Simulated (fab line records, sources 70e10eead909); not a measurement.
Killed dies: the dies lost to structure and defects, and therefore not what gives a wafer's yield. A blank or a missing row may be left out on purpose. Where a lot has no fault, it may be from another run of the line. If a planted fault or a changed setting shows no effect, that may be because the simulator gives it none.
A lot that was struck, set against a sound lot -- flow nandHarc -- 18 steps out of a route of 1302
Sound: wafers L906.3, L906.4, L906.5. The struck wafers were L914.2, L914.3, L914.6. Last of all comes the cause.
For every step that has rows: the tool of each side, followed by ch and its chambers, followed by its first start. Under that, the readings that differ: sound wafers -- struck wafers -- difference of the means -- sigmas: that difference in standard deviations of wafers without a fault.
alike: same words and numbers on both sides, and readings whose means sit less than 2 such deviations apart. not compared: any withheld reading, any reading some wafer has no value for, any bound like >300 that may hide the same value, and any number with overlapping values for which the record gives no deviation.
The two part at a step that has a row with sigmas, a row that says differs or no value, or rows on one side only. When numbers do not overlap yet have no deviation, they are printed without sigmas and do not part them. A reading that every wafer of one side lacks parts them only if that side has two wafers or more.

NHARC_P_ZERO_WELL_CD_MEAS_11: target cd 500 nm.
  sound on cdSem-01 ch 0, day 1 21:14; struck on cdSem-03 ch 0, day 5 05:15
  alike: cdNm
then, 1 step without rows for these wafers: NHARC_P_ZERO_WELL_HARDBAKE_12 (time 65 s).
NHARC_P_ZERO_WELL_DESCUM_13: chemistry O2, time 3 s.
  sound on rieDiel-12 ch 1,2, day 1 21:24; struck on rieDiel-13 ch 0,2, day 5 05:39
reading,sound,struck,difference,sigmas
drypumpMotorCurrentA (A),5.4 5.7 5.7,6.3 6.4 6.5,+0.8,+2
  alike: oesProductAu, rfVppV, showerheadPlenumPTorr, throttleValvePct
  not compared: rfHoursCounterH
NHARC_P_ZERO_WELL_ETCH_65: etches the open film in N2/H2, target depth 80 nm, overetch 24 nm, time 87.88 s.
  sound on rieDiel-12 ch 0,1,2, day 1 21:29; struck on rieDiel-13 ch 0,2, day 5 05:49
reading,sound,struck,difference,sigmas
drypumpMotorCurrentA (A),6.1 5.8 5.4,6.5 6.3 6.5,+0.7,+2
  alike: oesProductAu, rfVppV, showerheadPlenumPTorr, throttleValvePct
  not compared: rfHoursCounterH
NHARC_P_ZERO_WELL_ETCH_62: etches the open film in CHF3/Ar, target depth 13 nm, time 6.5 s.
  sound on rieDiel-12 ch 0,3; struck on rieDiel-13 ch 0,2
  alike: drypumpMotorCurrentA, oesProductAu, rfVppV, showerheadPlenumPTorr, throttleValvePct
  not compared: rfHoursCounterH
NHARC_P_ZERO_WELL_ETCH_63: etches the open film in HBr/Cl2, target depth 120 nm, time 40.1 s.
  sound on rieSi-02 ch 0,1,2, day 1 21:40; struck on rieSi-03 ch 1,2, day 5 06:11
  alike: drypumpMotorCurrentA, hbrFlowSccm, oesProductAu, throttleValvePct
  not compared: rfHoursCounterH
then, 6 steps without rows for these wafers: NHARC_P_ZERO_WELL_STRIP_15 (strips in SPM, time 900 s); NHARC_P_ZERO_WELL_DEHYDRATE_16 (time 120 s); NHARC_P_ZERO_WELL_HMDS_17 (time 30 s); NHARC_P_ZERO_WELL_COAT_18; NHARC_P_ZERO_WELL_SOFTBAKE_19 (time 95 s); NHARC_P_ZERO_WELL_EBR_20.
NHARC_P_ZERO_WELL_EXPOSE_21: exposes mask P NWELL, target cd 720 nm.
  sound on krfScanner-03 ch 0, day 1 22:26; struck on krfScanner-03 ch 0, day 5 06:58
reading,sound,struck,difference,sigmas
mask,P_NWELL#0 P_NWELL#0 P_NWELL#0,P_HVPW#0 P_HVPW#0 P_HVPW#0,differs,
then, 2 steps without rows for these wafers: NHARC_P_ZERO_WELL_PEB_22 (peb time 85 s); NHARC_P_ZERO_WELL_DEVELOP_23 (time 70 s).
NHARC_P_ZERO_WELL_CD_MEAS_24: target cd 720 nm.
  sound on cdSem-02 ch 0, day 1 22:35; struck on cdSem-02 ch 0, day 5 07:07
reading,sound,struck,difference,sigmas
cdNm (nm),721.6 723.6 722.2,- - -,no value on the struck wafers,
then, 1 step without rows for these wafers: NHARC_P_ZERO_WELL_HARDBAKE_25 (time 80 s).
-- record jumps: 23 days between struck wafers' starts before vs after; left off in module P_ZERO_WELL, resumes in module END, first step shown is number 1302 of the route --
NHARC_END_SORT_01:
  here the record holds rows for the struck wafers (prober-02 ch 0, day 27 21:08) but none for the sound ones

== WHERE THEY PART ==
Earliest at NHARC_P_ZERO_WELL_DESCUM_13; latest, in this record, at NHARC_END_SORT_01.

WHY: what had been put in by the simulator
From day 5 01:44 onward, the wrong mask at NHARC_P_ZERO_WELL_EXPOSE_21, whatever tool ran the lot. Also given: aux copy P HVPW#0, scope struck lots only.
